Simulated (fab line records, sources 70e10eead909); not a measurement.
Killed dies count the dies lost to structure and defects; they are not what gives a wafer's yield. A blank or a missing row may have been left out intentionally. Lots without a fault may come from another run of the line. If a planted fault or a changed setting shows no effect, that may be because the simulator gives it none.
What tool caused it? ; flow nand_harc ; 18 wafers from 6 lots sampled at 2 of the route's 1159 steps

WHAT THE GAUGES READ, wafer by wafer
NHARC_A_CHANNEL_HOLE_D1_INSPECT_40.
lot;measured;on;raw_defect_count
L417;day 9 00:29;defect_inspect-01;70 54 67
L420;day 9 12:02;defect_inspect-02;51 25 53
L426;day 12 00:09;defect_inspect-02;717 714 697
L430;day 12 12:45;defect_inspect-02;74 49 66
L431;day 13 00:39;defect_inspect-01;82 68 74
L437;day 14 10:40;defect_inspect-01;54 53 65

WHAT TOOL EACH LOT RAN ON (gives the tool, then ch and the chambers of the sampled wafers, and finally the start)
lot;NHARC_A_CHANNEL_HOLE_D1_ETCH_16
L417;rie_diel-05 ch 1,2,3, day 8 18:10
L420;rie_diel-10 ch 0,3, day 9 05:37
L426;rie_diel-10 ch 0,2, day 11 17:49
L430;rie_diel-05 ch 1,2, day 12 06:26
L431;rie_diel-07 ch 1,3, day 12 14:40
L437;rie_diel-05 ch 0,1,2, day 14 00:41
- NHARC_A_CHANNEL_HOLE_D1_ETCH_16: etches the open film in O2/COS, target depth 3100 nm, time 806 s.

THE ANSWER, worked out from the rows above alone
Rule: the usual values come from the lots themselves. The widest of any qualifying gaps counts: lots, ordered by their means at a reading, are off when they make up no more than a third of the lots, leave a main group of 4 or more, and stand apart from it by 3 or more times the standard deviation of that group's means. A main group whose means are all the same, to the digits that the tables above print for the reading, isn't used. A lot without any number at a reading at which 4 lots or more have one is off too. All remaining lots with rows at the step are treated as sound.
Off: L426 (NHARC_A_CHANNEL_HOLE_D1_INSPECT_40, raw_defect_count). For the main group the mean is 60 and the standard deviation 10.
If a tool, at a process step before that reading, ran all the lots that are off and no sound lot after the first of them, it fits. The gauges at NHARC_A_CHANNEL_HOLE_D1_INSPECT_40 are tried like those tools. One fits: rie_diel-10 at NHARC_A_CHANNEL_HOLE_D1_ETCH_16. Its last sound lot is L420 (day 9 05:37), its first lot that is off L426 (day 11 17:49): a fault that began between those two fits.

WHAT HAD BEEN PUT IN BY THE SIMULATOR
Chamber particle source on rie_diel-10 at NHARC_A_CHANNEL_HOLE_D1_ETCH_16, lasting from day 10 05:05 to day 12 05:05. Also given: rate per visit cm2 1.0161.
Lots struck among those shown: L426. The rule above found the same.
